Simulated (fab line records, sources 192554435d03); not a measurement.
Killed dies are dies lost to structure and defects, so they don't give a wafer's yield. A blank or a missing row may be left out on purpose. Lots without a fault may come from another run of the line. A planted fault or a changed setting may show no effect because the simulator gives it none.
Chamber matching | flow n5_finfet | N5_FIN_SAQP_SPACER2_ALD_28 on ald_sin-01: 4 sister chambers
The step deposits SiO2, target thk 8.1 nm, pulse time 1 s, purge time 2 s. 4 wafers are shown with their chamber, then 9 later ones without.

WAFERS WITH THEIR CHAMBER
wafer  | chamber | heater_power_w (W)
L083.1 | 3       | 535
L088.5 | 2       | 522
L091.3 | 0       | 411
L091.4 | 1       | 391

WAFERS WITHOUT THEIR CHAMBER
wafer  | heater_power_w (W)
L092.2 | 411
L092.4 | 526
L092.6 | 418
L095.1 | 415
L095.3 | 528
L095.4 | 383
L097.1 | 391
L097.2 | 402
L097.6 | 501

WHICH CHAMBER EACH WENT THROUGH
wafer  | from the rows above     | in truth
L092.2 | 0                       | 0
L092.4 | can't be placed: 2 or 3 | 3
L092.6 | 0                       | 0
L095.1 | 0                       | 0
L095.3 | can't be placed: 2 or 3 | 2
L095.4 | 1                       | 1
L097.1 | 1                       | 1
L097.2 | can't be placed: 0 or 1 | 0
L097.6 | can't be placed: 2 or 3 | 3
Placed correctly: 5 of 9. Can't be placed from these rows: 4 (the true chamber is among the candidates in 4). Placed wrongly: 0.
How it was worked out, from the rows above alone: a wafer's distance from a chamber is the root of the sum, over the readings, of the square of ((its reading less the chamber's mean) divided by the reading's scatter). The wafer belongs to the nearest chamber; if the next one is less than 2 further off, it can't be placed. A chamber's mean is the mean of its shown wafers. The scatter: with one shown wafer a chamber, the root of the mean of the squares of how far each hidden wafer lies from its nearest shown one.
